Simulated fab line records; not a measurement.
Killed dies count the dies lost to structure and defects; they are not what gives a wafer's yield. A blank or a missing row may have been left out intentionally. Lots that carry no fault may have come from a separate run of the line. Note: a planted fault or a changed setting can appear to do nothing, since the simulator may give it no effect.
Chamber matching -- flow nand_harc -- NHARC_A_CONTACT_ETCH_75 on rie_diel-09 has 4 sister chambers
The step etches the open film in CF4, target depth 39 nm, time 65 s. 36 wafers are shown with their chamber, then 12 later ones without.

WAFERS WITH THEIR CHAMBER
wafer,chamber,showerhead_plenum_p_Torr (Torr),drypump_motor_current_A (A),rf_vpp_V (V)
L075.1,0,1.69,5.6,149.8
L075.2,3,1.86,5.9,152.3
L075.4,1,1.73,6.5,150.9
L074.3,3,1.86,5.8,152.4
L074.4,1,1.73,6.5,150.3
L074.6,1,1.73,6.4,151.2
L076.1,1,1.73,6.4,151.7
L076.4,3,1.86,5.9,151.9
L076.6,1,1.73,6.4,150.5
L077.1,2,1.67,5.8,149.0
L077.3,3,1.86,5.9,152.8
L077.5,2,1.67,5.9,149.2
L079.1,2,1.67,5.9,149.7
L079.4,1,1.72,6.4,151.7
L079.5,1,1.72,6.5,151.1
L080.3,3,1.86,5.9,152.9
L080.4,2,1.67,5.8,149.6
L080.5,0,1.69,5.6,150.2
L082.1,2,1.67,5.8,150.2
L082.2,3,1.86,5.9,152.9
L082.6,0,1.69,5.6,151.3
L083.1,3,1.86,5.9,151.3
L083.2,0,1.69,5.5,150.2
L083.6,2,1.67,5.8,149.4
L086.2,0,1.69,5.6,149.8
L086.4,0,1.69,5.5,149.8
L086.6,3,1.86,5.8,152.4
L088.2,1,1.72,6.4,151.2
L088.4,3,1.86,5.8,151.9
L088.5,2,1.67,5.9,149.4
L089.2,3,1.86,5.9,151.7
L089.3,0,1.69,5.6,148.5
L089.4,1,1.72,6.5,151.3
L090.2,3,1.85,5.9,153.3
L090.3,2,1.67,5.9,150.7
L090.4,1,1.72,6.4,152.5

SIGNATURES (means of the wafers above)
reading,chamber 0,chamber 1,chamber 2,chamber 3,scatter within a chamber
showerhead_plenum_p_Torr,1.6900,1.7250,1.6700,1.8591,0.00326
drypump_motor_current_A,5.571,6.440,5.850,5.873,0.05
rf_vpp_V,149.943,151.240,149.650,152.345,0.65
Rule: for a wafer and a chamber, the distance is found by dividing, reading by reading, the gap between the wafer's reading and the chamber's mean by the reading's scatter, squaring, summing and taking the root. If the next closest chamber is less than 2 further off than the closest, the wafer can't be placed; otherwise it belongs to the closest. The scatter: take each reading less its chamber's mean, square it, sum over the shown wafers, divide by the number of wafers less the number of chambers, and take the root.

WAFERS WITHOUT THEIR CHAMBER
wafer,showerhead_plenum_p_Torr (Torr),drypump_motor_current_A (A),rf_vpp_V (V)
L092.1,1.69,5.5,151.0
L092.3,1.85,5.8,152.0
L092.6,1.85,5.8,153.3
L093.1,1.72,6.5,150.8
L093.4,1.85,5.9,153.3
L093.6,1.68,5.6,149.3
L095.1,1.66,5.8,148.8
L095.3,1.68,5.6,150.2
L095.5,1.72,6.5,151.0
L096.2,1.66,5.8,150.1
L096.5,1.85,5.8,152.7
L096.6,1.66,5.8,148.9

WHICH CHAMBER EACH WENT THROUGH
wafer,from the rows above,in truth
L092.1,0,0
L092.3,3,3
L092.6,3,3
L093.1,1,1
L093.4,3,3
L093.6,0,0
L095.1,2,2
L095.3,0,0
L095.5,1,1
L096.2,2,2
L096.5,3,3
L096.6,2,2
12 of 12 placed correctly. Not placeable from these rows: 0. Wrongly placed: 0.
